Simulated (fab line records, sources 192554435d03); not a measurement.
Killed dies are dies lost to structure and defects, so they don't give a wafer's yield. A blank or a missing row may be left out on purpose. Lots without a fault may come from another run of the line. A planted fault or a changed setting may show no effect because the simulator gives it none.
Which tool did it? | flow n5_finfet | 13 lots, 37 wafers sampled, at 4 steps of a route of 1938

WHAT THE GAUGES READ, wafer by wafer
N5_BEOL_M10_CD_MEAS_35: target cd 70 nm. Usual: cd_nm 69.8 nm, standard deviation 0.6.
lot  | measured     | on        | cd_nm (nm)     | flag
L142 | day 10 15:04 | cd_sem-03 | 70.1 70.5 70.8 |
L141 | day 10 17:48 | cd_sem-02 | 68.9 69.6 69.6 |
L143 | day 10 22:01 | cd_sem-02 | 69.5 69.9 69.2 |
L144 | day 11 01:58 | cd_sem-02 | 69.9 70.2 69.4 |
L145 | day 11 02:13 | cd_sem-02 | 69.3 69.6      |
L146 | day 11 04:23 | cd_sem-02 | 69.4 69.3 69.5 |
L149 | day 12 14:59 | cd_sem-03 | 69.4 69.0      |
L154 | day 13 14:56 | cd_sem-02 | 69.9 70.6 70.4 |
L155 | day 13 16:49 | cd_sem-03 | 69.7 70.0 70.0 |
L162 | day 15 05:46 | cd_sem-01 | 70.7 70.5 69.9 |
L160 | day 15 06:14 | cd_sem-02 | 70.3 70.3 70.8 |
L161 | day 15 11:16 | cd_sem-01 | 70.1 70.5 70.0 |
L163 | day 15 13:55 | cd_sem-03 | 69.6 69.3 69.2 |

N5_BEOL_M10_THK_MEAS_53: measures by xrf. Usual: M10_THK 138.3 nm, standard deviation 2.4.
lot  | measured     | on            | M10_THK (nm)      | flag
L142 | day 10 18:57 | film_metro-02 | 139.2 135.5 137.4 |
L141 | day 10 20:14 | film_metro-02 | 138.4 139.3 137.7 |
L143 | day 11 00:08 | film_metro-02 | 138.8 138.7 139.5 |
L144 | day 11 04:40 | film_metro-02 | 137.1 138.8 140.3 |
L145 | day 11 05:47 | film_metro-01 | 137.6 137.4       |
L146 | day 11 07:46 | film_metro-01 | 137.5 139.7 137.7 |
L149 | day 12 17:10 | film_metro-02 | 140.0 134.0       |
L154 | day 13 17:58 | film_metro-02 | 135.4 141.1 136.3 |
L155 | day 13 19:35 | film_metro-02 | 140.3 138.5 139.2 |
L162 | day 15 07:36 | film_metro-02 | 136.0 139.1 139.5 |
L160 | day 15 09:10 | film_metro-01 | 140.2 139.2 140.1 |
L161 | day 15 15:07 | film_metro-02 | 139.3 143.2 141.3 |
L163 | day 15 17:02 | film_metro-02 | 141.4 141.0 141.2 |

WHICH TOOL RAN EACH LOT (tool, then ch and the chambers of the sampled wafers, then the start)
lot  | N5_BEOL_M10_PRE_CLEAN_45     | N5_BEOL_M10_CVD_75
L142 | pvd_sputter-03, day 10 15:49 | cvd_co-02 ch 0,2, day 10 17:46
L141 | pvd_sputter-02, day 10 18:29 | cvd_co-02 ch 0,1,2, day 10 19:07
L143 | pvd_sputter-02, day 10 22:37 | cvd_co-01 ch 0,2, day 10 23:03
L144 | pvd_sputter-03, day 11 02:56 | cvd_co-01 ch 0,1, day 11 03:22
L145 | pvd_sputter-03, day 11 03:11 | cvd_co-01 ch 0,1, day 11 03:49
L146 | pvd_sputter-01, day 11 04:52 | cvd_co-02 ch 0,2, day 11 06:40
L149 | pvd_sputter-03, day 12 15:29 | cvd_co-01 ch 1,2, day 12 16:02
L154 | pvd_sputter-03, day 13 15:34 | cvd_co-02 ch 1,2, day 13 16:14
L155 | pvd_sputter-01, day 13 17:41 | cvd_co-02 ch 0,1,2, day 13 18:35
L162 | pvd_sputter-03, day 15 06:13 | cvd_co-02 ch 0,2, day 15 06:40
L160 | pvd_sputter-03, day 15 07:04 | cvd_co-02 ch 1,2, day 15 07:51
L161 | pvd_sputter-01, day 15 11:40 | cvd_co-02 ch 0,1,2, day 15 13:19
L163 | pvd_sputter-01, day 15 14:19 | cvd_co-02 ch 0,1, day 15 14:55
- N5_BEOL_M10_PRE_CLEAN_45: time 30 s.
- N5_BEOL_M10_CVD_75: deposits Co from CCTBA/H2, target thk 2 nm, time 138.9 s.

WHAT THE TOOLS THEMSELVES READ (means of the sampled wafers that have a number; where no wafer has one, the mark that the record gives instead)
N5_BEOL_M10_PRE_CLEAN_45. Usual: heater_power_w 347 W, standard deviation 41.
lot  | tool           | heater_power_w (W) | flag
L142 | pvd_sputter-03 | 407                |
L141 | pvd_sputter-02 | 364                |
L143 | pvd_sputter-02 | 341                |
L144 | pvd_sputter-03 | 321                |
L145 | pvd_sputter-03 | 375                |
L146 | pvd_sputter-01 | 340                |
L149 | pvd_sputter-03 | 339                |
L154 | pvd_sputter-03 | 340                |
L155 | pvd_sputter-01 | 313                |
L162 | pvd_sputter-03 | 372                |
L160 | pvd_sputter-03 | 327                |
L161 | pvd_sputter-01 | 314                |
L163 | pvd_sputter-01 | 316                |

N5_BEOL_M10_CVD_75. Usual: run_length_s 161.6 s, standard deviation 0.65.
lot  | tool      | run_length_s (s) | flag
L142 | cvd_co-02 | 162.0            |
L141 | cvd_co-02 | 161.5            |
L143 | cvd_co-01 | 161.2            |
L144 | cvd_co-01 | 161.5            |
L145 | cvd_co-01 | 181.1            | OFF
L146 | cvd_co-02 | 161.9            |
L149 | cvd_co-01 | 180.8            | OFF
L154 | cvd_co-02 | 162.3            |
L155 | cvd_co-02 | 162.0            |
L162 | cvd_co-02 | 161.8            |
L160 | cvd_co-02 | 161.7            |
L161 | cvd_co-02 | 161.6            |
L163 | cvd_co-02 | 161.5            |

THE ANSWER, worked out from the rows above alone
Rule: a lot is off if the mean of its wafers that have a number lies more than 3 standard deviations from the usual mean. A lot without any number at a reading at which 4 lots or more have one is off too. The other lots that the step has rows for count as sound. The gauges are gone through in route order, then the tools' own readings, and for those a lot's mean is taken as printed above. The first step at which some lot is off is used, and at that step the reading that is off furthest; a lot without a number counts as furthest.
Off: L145, L149, at N5_BEOL_M10_CVD_75 (run_length_s).
A tool fits if, at that step or a process step before it, it ran every lot that is off, and no sound lot after the first of them. One fits: cvd_co-01 at N5_BEOL_M10_CVD_75. Its last sound lot is L144 (day 11 03:22), its first lot that is off L145 (day 11 03:49): a fault that began between those two fits.
The tool's own readings at N5_BEOL_M10_CVD_75 bear it out: on the lots that are off they differ by more than 5 times the standard deviation of the sound lots' means. run_length_s reads 180.9 s there against 161.7 s on the sound lots.

WHAT THE SIMULATOR HAD PUT IN
Process parameter drift: cvd_co-01, from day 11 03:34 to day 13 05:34, at N5_BEOL_M10_CVD_75. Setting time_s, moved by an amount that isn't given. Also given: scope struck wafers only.
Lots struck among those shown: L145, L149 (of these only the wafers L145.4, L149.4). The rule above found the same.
